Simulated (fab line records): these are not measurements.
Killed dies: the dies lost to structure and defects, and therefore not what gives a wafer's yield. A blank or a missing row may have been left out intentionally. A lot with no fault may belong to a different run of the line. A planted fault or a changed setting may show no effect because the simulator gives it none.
Which of the tools did it? | flow nandHarc | 24 lots with 72 wafers sampled at 6 steps, on a route of 1159 steps

WHAT EACH GAUGE READ, for each wafer
NHARC_P_M1_INSPECT_27.
lot  | measured     | on               | rawDefectCount
L074 | day 5 21:53  | defectInspect-02 | 469 381 511
L075 | day 6 11:44  | defectInspect-02 | 484 253 372
L076 | day 6 12:26  | defectInspect-01 | 421 569 318
L077 | day 6 13:24  | defectInspect-02 | 305 176 236
L078 | day 6 23:25  | defectInspect-01 | 307 155 180
L079 | day 7 00:00  | defectInspect-01 | 396 498 399
L080 | day 7 17:11  | defectInspect-01 | 535 254 522
L081 | day 7 18:13  | defectInspect-02 | 249 237 300
L082 | day 8 02:25  | defectInspect-01 | 459 373 289
L083 | day 8 20:22  | defectInspect-01 | 341 358 240
L085 | day 9 04:26  | defectInspect-02 | 381 328 340
L084 | day 9 09:40  | defectInspect-02 | 242 270 204
L088 | day 9 10:13  | defectInspect-01 | 409 403 221
L086 | day 9 11:56  | defectInspect-01 | 300 295 608
L087 | day 9 16:43  | defectInspect-01 | 168 249 152
L089 | day 10 02:16 | defectInspect-02 | 198 141 265
L090 | day 10 03:20 | defectInspect-01 | 392 482 317
L091 | day 10 08:25 | defectInspect-01 | 469 466 277
L093 | day 10 11:13 | defectInspect-02 | 256 174 181
L092 | day 10 13:20 | defectInspect-01 | 298 317 177
L095 | day 11 11:17 | defectInspect-01 | 261 318 283
L094 | day 11 12:05 | defectInspect-02 | 237 293 160
L097 | day 11 14:23 | defectInspect-01 | 339 263 324
L096 | day 11 15:00 | defectInspect-01 | 215 325 461

NHARC_P_M2_THK_MEAS_24: measures by xrf.
lot  | measured     | on           | thkNm (nm)
L074 | day 6 02:07  | filmMetro-02 | 144.6 144.2 146.9
L075 | day 6 15:44  | filmMetro-02 | 144.8 143.0 143.5
L076 | day 6 16:19  | filmMetro-01 | 142.1 144.5 142.1
L077 | day 6 17:26  | filmMetro-01 | 143.5 143.2 143.5
L078 | day 7 03:28  | filmMetro-01 | 143.5 148.3 146.2
L079 | day 7 03:59  | filmMetro-01 | 144.6 144.1 146.3
L080 | day 7 21:12  | filmMetro-02 | 146.2 146.3 147.0
L081 | day 7 22:36  | filmMetro-01 | 140.4 144.6 144.8
L082 | day 8 06:20  | filmMetro-02 | 142.5 143.6 143.7
L083 | day 9 00:17  | filmMetro-02 | 145.2 145.0 144.5
L085 | day 9 08:41  | filmMetro-01 | 140.5 139.9 142.5
L084 | day 9 13:43  | filmMetro-01 | 144.5 145.3 143.6
L088 | day 9 14:21  | filmMetro-02 | 146.7 144.0 146.2
L086 | day 9 15:50  | filmMetro-02 | 143.8 147.6 141.5
L087 | day 9 20:43  | filmMetro-02 | 143.9 146.0 146.1
L089 | day 10 06:10 | filmMetro-02 | 142.0 142.4 140.2
L090 | day 10 07:11 | filmMetro-01 | 147.6 145.5 145.6
L091 | day 10 12:27 | filmMetro-01 | 145.9 145.1 144.2
L093 | day 10 15:17 | filmMetro-01 | 142.0 142.4 141.0
L092 | day 10 17:20 | filmMetro-02 | 143.5 143.9 145.5
L095 | day 11 15:16 | filmMetro-01 | 143.4 143.0 142.7
L094 | day 11 16:21 | filmMetro-02 | 144.3 145.2 145.6
L097 | day 11 18:25 | filmMetro-02 | 143.1 143.1 142.0
L096 | day 11 19:02 | filmMetro-01 | 145.1 143.2 146.8

WHICH TOOL RAN EACH LOT (tool, then ch and the chambers of the sampled wafers, then the start)
lot  | NHARC_P_GATE_RTA_80             | NHARC_P_GATE_RTA_82             | NHARC_P_M1_ETCH_35                | NHARC_P_M1_DEGAS_29
L074 | rtpAnneal-02 ch 0, day 5 07:50  | rtpAnneal-01 ch 0, day 5 08:19  | rieDiel-01 ch 0,2, day 5 19:19    | pvdSputter-02, day 5 20:15
L075 | rtpAnneal-02 ch 0, day 5 17:12  | rtpAnneal-01 ch 0, day 5 17:40  | rieDiel-06 ch 0,1,3, day 6 09:11  | pvdSputter-03, day 6 10:11
L076 | rtpAnneal-01 ch 0, day 5 20:56  | rtpAnneal-02 ch 0, day 5 21:23  | rieDiel-06 ch 2,3, day 6 09:49    | pvdSputter-02, day 6 10:52
L077 | rtpAnneal-02 ch 0, day 5 21:51  | rtpAnneal-02 ch 0, day 5 22:18  | rieDiel-12 ch 2,3, day 6 10:32    | pvdSputter-01, day 6 11:33
L078 | rtpAnneal-02 ch 0, day 6 09:53  | rtpAnneal-02 ch 0, day 6 10:21  | rieDiel-12 ch 0,2, day 6 20:38    | pvdSputter-01, day 6 21:38
L079 | rtpAnneal-01 ch 0, day 6 10:33  | rtpAnneal-02 ch 0, day 6 11:01  | rieDiel-12 ch 0,3, day 6 21:26    | pvdSputter-03, day 6 22:25
L080 | rtpAnneal-01 ch 0, day 7 03:53  | rtpAnneal-02 ch 0, day 7 04:22  | rieDiel-01 ch 0,2, day 7 14:43    | pvdSputter-02, day 7 15:39
L081 | rtpAnneal-01 ch 0, day 7 04:22  | rtpAnneal-01 ch 0, day 7 04:50  | rieDiel-01 ch 0,2,3, day 7 15:42  | pvdSputter-02, day 7 16:39
L082 | rtpAnneal-01 ch 0, day 7 10:07  | rtpAnneal-02 ch 0, day 7 10:52  | rieDiel-01 ch 0,1,2, day 7 23:55  | pvdSputter-03, day 8 00:52
L083 | rtpAnneal-02 ch 0, day 7 20:58  | rtpAnneal-01 ch 0, day 7 21:27  | rieDiel-01 ch 1,2, day 8 17:43    | pvdSputter-01, day 8 18:48
L085 | rtpAnneal-01 ch 0, day 8 14:52  | rtpAnneal-02 ch 0, day 8 15:19  | rieDiel-12 ch 1,2,3, day 9 01:55  | pvdSputter-01, day 9 02:50
L084 | rtpAnneal-02 ch 0, day 8 16:08  | rtpAnneal-01 ch 0, day 8 16:36  | rieDiel-01 ch 0,2,3, day 9 07:11  | pvdSputter-03, day 9 08:07
L088 | rtpAnneal-02 ch 0, day 8 16:41  | rtpAnneal-01 ch 0, day 8 17:09  | rieDiel-06 ch 2,3, day 9 07:23    | pvdSputter-01, day 9 08:22
L086 | rtpAnneal-02 ch 0, day 8 21:11  | rtpAnneal-02 ch 0, day 8 21:40  | rieDiel-12 ch 0,1,3, day 9 09:28  | pvdSputter-03, day 9 10:25
L087 | rtpAnneal-01 ch 0, day 8 22:12  | rtpAnneal-02 ch 0, day 8 22:39  | rieDiel-01 ch 0,3, day 9 14:11    | pvdSputter-01, day 9 15:07
L089 | rtpAnneal-01 ch 0, day 9 06:13  | rtpAnneal-01 ch 0, day 9 06:41  | rieDiel-12 ch 1,2, day 9 23:46    | pvdSputter-01, day 10 00:43
L090 | rtpAnneal-02 ch 0, day 9 06:48  | rtpAnneal-02 ch 0, day 9 07:17  | rieDiel-12 ch 2,3, day 10 00:50   | pvdSputter-03, day 10 01:46
L091 | rtpAnneal-02 ch 0, day 9 17:26  | rtpAnneal-01 ch 0, day 9 17:56  | rieDiel-06 ch 0,1,3, day 10 05:56 | pvdSputter-01, day 10 06:52
L093 | rtpAnneal-02 ch 0, day 9 22:02  | rtpAnneal-01 ch 0, day 9 22:29  | rieDiel-01 ch 1,2,3, day 10 08:44 | pvdSputter-02, day 10 09:41
L092 | rtpAnneal-01 ch 0, day 10 00:02 | rtpAnneal-02 ch 0, day 10 00:30 | rieDiel-06 ch 0,1, day 10 10:47   | pvdSputter-03, day 10 11:43
L095 | rtpAnneal-02 ch 0, day 10 12:00 | rtpAnneal-01 ch 0, day 10 12:28 | rieDiel-01 ch 0,1,2, day 11 08:41 | pvdSputter-02, day 11 09:38
L094 | rtpAnneal-02 ch 0, day 10 12:20 | rtpAnneal-02 ch 0, day 10 13:08 | rieDiel-01 ch 1,2, day 11 09:31   | pvdSputter-01, day 11 10:27
L097 | rtpAnneal-01 ch 0, day 11 00:17 | rtpAnneal-02 ch 0, day 11 00:44 | rieDiel-12 ch 0,1,3, day 11 11:54 | pvdSputter-03, day 11 12:50
L096 | rtpAnneal-01 ch 0, day 11 01:02 | rtpAnneal-01 ch 0, day 11 01:29 | rieDiel-12 ch 1,2,3, day 11 12:32 | pvdSputter-01, day 11 13:27
- NHARC_P_GATE_RTA_80: time 30 s.
- NHARC_P_GATE_RTA_82: time 30 s.
- NHARC_P_M1_ETCH_35: etches the open film in N2/H2, target depth 40 nm, overetch 12 nm, time 43.94 s.
- NHARC_P_M1_DEGAS_29: time 60 s.

AS READ BY THE TOOLS THEMSELVES (means over the sampled wafers that have a number; for cases with no such wafer, the mark the record gives instead)
NHARC_P_GATE_RTA_80.
lot  | tool         | wafer_temp_C_max
L074 | rtpAnneal-02 | 301.6
L075 | rtpAnneal-02 | 301.3
L076 | rtpAnneal-01 | 301.3
L077 | rtpAnneal-02 | 301.5
L078 | rtpAnneal-02 | 301.7
L079 | rtpAnneal-01 | 301.5
L080 | rtpAnneal-01 | 301.6
L081 | rtpAnneal-01 | 301.5
L082 | rtpAnneal-01 | 301.7
L083 | rtpAnneal-02 | 301.6
L085 | rtpAnneal-01 | 301.7
L084 | rtpAnneal-02 | 301.2
L088 | rtpAnneal-02 | 301.4
L086 | rtpAnneal-02 | 301.4
L087 | rtpAnneal-01 | 301.4
L089 | rtpAnneal-01 | 301.7
L090 | rtpAnneal-02 | 301.4
L091 | rtpAnneal-02 | 301.3
L093 | rtpAnneal-02 | 301.4
L092 | rtpAnneal-01 | 301.9
L095 | rtpAnneal-02 | 301.6
L094 | rtpAnneal-02 | 301.1
L097 | rtpAnneal-01 | 301.5
L096 | rtpAnneal-01 | 301.7

NHARC_P_GATE_RTA_82.
lot  | tool         | lampPowerPct (%) | lamp_zone_6_pct (%) | lamp_zone_7_pct (%) | wafer_temp_C_max
L074 | rtpAnneal-01 | 4.1              | 4.1                 | 4.4                 | 451.9
L075 | rtpAnneal-01 | 4.1              | 4.1                 | 4.4                 | 452.2
L076 | rtpAnneal-02 | 3.4              | 3.4                 | 3.6                 | 452.3
L077 | rtpAnneal-02 | 3.4              | 3.4                 | 3.6                 | 451.9
L078 | rtpAnneal-02 | 3.4              | 3.4                 | 3.6                 | 452.1
L079 | rtpAnneal-02 | 3.4              | 3.4                 | 3.6                 | 452.2
L080 | rtpAnneal-02 | 3.4              | 3.4                 | 3.6                 | 452.6
L081 | rtpAnneal-01 | 4.1              | 4.1                 | 4.4                 | 452.0
L082 | rtpAnneal-02 | 3.4              | 3.4                 | 3.6                 | 452.0
L083 | rtpAnneal-01 | 4.1              | 4.1                 | 4.4                 | 452.2
L085 | rtpAnneal-02 | 3.4              | 3.4                 | 3.6                 | 452.1
L084 | rtpAnneal-01 | 4.1              | 4.1                 | 4.4                 | 452.5
L088 | rtpAnneal-01 | 4.1              | 4.1                 | 4.4                 | 452.0
L086 | rtpAnneal-02 | 3.4              | 3.4                 | 3.6                 | 452.2
L087 | rtpAnneal-02 | 3.4              | 3.4                 | 3.6                 | 452.5
L089 | rtpAnneal-01 | 4.1              | 4.1                 | 4.4                 | 452.2
L090 | rtpAnneal-02 | 3.4              | 3.4                 | 3.6                 | 452.4
L091 | rtpAnneal-01 | 4.1              | 4.1                 | 4.4                 | 452.7
L093 | rtpAnneal-01 | 4.1              | 4.1                 | 4.4                 | 453.2
L092 | rtpAnneal-02 | 3.4              | 3.4                 | 3.6                 | 452.0
L095 | rtpAnneal-01 | 4.1              | 4.1                 | 4.4                 | 452.1
L094 | rtpAnneal-02 | 3.4              | 3.4                 | 3.6                 | 452.4
L097 | rtpAnneal-02 | 3.4              | 3.4                 | 3.6                 | 451.9
L096 | rtpAnneal-01 | 4.2              | 4.1                 | 4.4                 | 452.7

NHARC_P_M1_ETCH_35.
lot  | tool       | drypumpMotorCurrentA (A) | oesProductAu (a.u.) | rfVppV (V) | showerheadPlenumPTorr (Torr) | throttleValvePct (%)
L074 | rieDiel-01 | 6.2                      | 1.007               | 433.5      | 2.15                         | 14.168
L075 | rieDiel-06 | 5.6                      | 0.996               | 429.4      | 2.04                         | 14.175
L076 | rieDiel-06 | 5.4                      | 1.014               | 433.2      | 2.11                         | 14.172
L077 | rieDiel-12 | 5.4                      | 0.988               | 433.2      | 2.12                         | 14.173
L078 | rieDiel-12 | 6.1                      | 1.002               | 432.9      | 2.14                         | 14.167
L079 | rieDiel-12 | 5.7                      | 0.997               | 433.4      | 2.17                         | 14.177
L080 | rieDiel-01 | 6.0                      | 1.008               | 431.4      | 2.09                         | 14.171
L081 | rieDiel-01 | 6.0                      | 0.999               | 431.9      | 2.09                         | 14.163
L082 | rieDiel-01 | 5.9                      | 0.987               | 432.3      | 2.10                         | 14.177
L083 | rieDiel-01 | 5.6                      | 0.986               | 429.4      | 2.05                         | 14.169
L085 | rieDiel-12 | 5.6                      | 0.989               | 430.7      | 2.06                         | 14.174
L084 | rieDiel-01 | 6.0                      | 1.006               | 432.4      | 2.09                         | 14.164
L088 | rieDiel-06 | 5.4                      | 1.019               | 432.9      | 2.11                         | 14.177
L086 | rieDiel-12 | 6.0                      | 1.004               | 431.7      | 2.11                         | 14.175
L087 | rieDiel-01 | 6.0                      | 0.993               | 431.0      | 2.09                         | 14.179
L089 | rieDiel-12 | 5.9                      | 1.000               | 428.7      | 1.99                         | 14.168
L090 | rieDiel-12 | 5.4                      | 0.988               | 432.0      | 2.08                         | 14.165
L091 | rieDiel-06 | 5.6                      | 1.001               | 430.7      | 2.04                         | 14.172
L093 | rieDiel-01 | 5.7                      | 0.993               | 431.0      | 2.04                         | 14.174
L092 | rieDiel-06 | 5.6                      | 0.999               | 430.9      | 2.06                         | 14.169
L095 | rieDiel-01 | 5.9                      | 0.998               | 431.6      | 2.09                         | 14.166
L094 | rieDiel-01 | 5.7                      | 0.999               | 431.3      | 2.04                         | 14.167
L097 | rieDiel-12 | 6.0                      | 1.003               | 432.3      | 2.11                         | 14.171
L096 | rieDiel-12 | 5.6                      | 1.006               | 431.9      | 2.06                         | 14.167

NHARC_P_M1_DEGAS_29.
lot  | tool          | heaterPowerW (W)
L074 | pvdSputter-02 | 319
L075 | pvdSputter-03 | 334
L076 | pvdSputter-02 | 313
L077 | pvdSputter-01 | 312
L078 | pvdSputter-01 | 320
L079 | pvdSputter-03 | 326
L080 | pvdSputter-02 | 317
L081 | pvdSputter-02 | 313
L082 | pvdSputter-03 | 314
L083 | pvdSputter-01 | 336
L085 | pvdSputter-01 | 339
L084 | pvdSputter-03 | 313
L088 | pvdSputter-01 | 339
L086 | pvdSputter-03 | 318
L087 | pvdSputter-01 | 339
L089 | pvdSputter-01 | 343
L090 | pvdSputter-03 | 328
L091 | pvdSputter-01 | 340
L093 | pvdSputter-02 | 331
L092 | pvdSputter-03 | 317
L095 | pvdSputter-02 | 334
L094 | pvdSputter-01 | 324
L097 | pvdSputter-03 | 342
L096 | pvdSputter-01 | 334

THE ANSWER, worked out from the rows above alone
Rule: the usual values come from the lots themselves. Put in order of their means at a reading, lots are off if they are a third of the lots or fewer, leave a main group of 4 or more, and stand apart from it by a gap of 3 or more times the standard deviation of the main group's means; of several such gaps the widest counts. If all means in a main group match to the digits the tables above print for the reading, that group is not used. Also off: a lot with no number at a reading for which 4 or more lots have one. The other lots that the step has rows for count as sound. After the gauges, taken in route order, come the tools' own readings; for these a lot's mean is taken, as printed above. The first step at which some lot is off is used, and at that step the reading that is off furthest; a lot without a number counts as furthest.
No lot is off at any reading shown: from this, nothing can be told.

WHAT THE SIMULATOR HAD INSERTED
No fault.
